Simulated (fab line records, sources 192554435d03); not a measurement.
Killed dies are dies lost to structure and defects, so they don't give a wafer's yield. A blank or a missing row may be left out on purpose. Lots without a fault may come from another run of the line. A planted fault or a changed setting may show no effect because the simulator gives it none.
Chamber matching | flow n5_finfet | N5_BEOL_M4_DEP_57 on pecvd-03: 3 sister chambers
The step deposits SiCN from 3MS/NH3, target thk 8 nm, time 14 s. 6 wafers are shown with their chamber, then 7 later ones without.

WAFERS WITH THEIR CHAMBER
wafer  | chamber | throttle_valve_pct (%) | showerhead_plenum_p_Torr (Torr)
L078.6 | 1       | 9.1                    | 3.668
L083.4 | 2       | 8.7                    | 3.663
L083.5 | 0       | 9.5                    | 3.677
L083.6 | 1       | 9.2                    | 3.694
L085.1 | 2       | 8.7                    | 3.663
L085.2 | 0       | 9.2                    | 3.677

WAFERS WITHOUT THEIR CHAMBER
wafer  | throttle_valve_pct (%) | showerhead_plenum_p_Torr (Torr)
L085.3 | 9.3                    | 3.698
L085.4 | 9.2                    | 3.664
L085.5 | 8.6                    | 3.660
L085.6 | 9.1                    | 3.686
L088.1 | 9.2                    | 3.690
L088.3 | 9.1                    | 3.677
L088.4 | 9.3                    | 3.669

WHICH CHAMBER EACH WENT THROUGH
wafer  | from the rows above     | in truth
L085.3 | can't be placed: 1 or 0 | 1
L085.4 | can't be placed: 1 or 0 | 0
L085.5 | 2                       | 2
L085.6 | can't be placed: 1 or 0 | 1
L088.1 | can't be placed: 1 or 0 | 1
L088.3 | can't be placed: 1 or 0 | 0
L088.4 | can't be placed: 0 or 1 | 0
Placed correctly: 1 of 7. Can't be placed from these rows: 6 (the true chamber is among the candidates in 6). Placed wrongly: 0.
How it was worked out, from the rows above alone: a wafer's distance from a chamber is the root of the sum, over the readings, of the square of ((its reading less the chamber's mean) divided by the reading's scatter). The wafer belongs to the nearest chamber; if the next one is less than 2 further off, it can't be placed. A chamber's mean is the mean of its shown wafers. The scatter: the root of (the sum of the squares of (reading less its chamber's mean) over the shown wafers, divided by (wafers less chambers)).
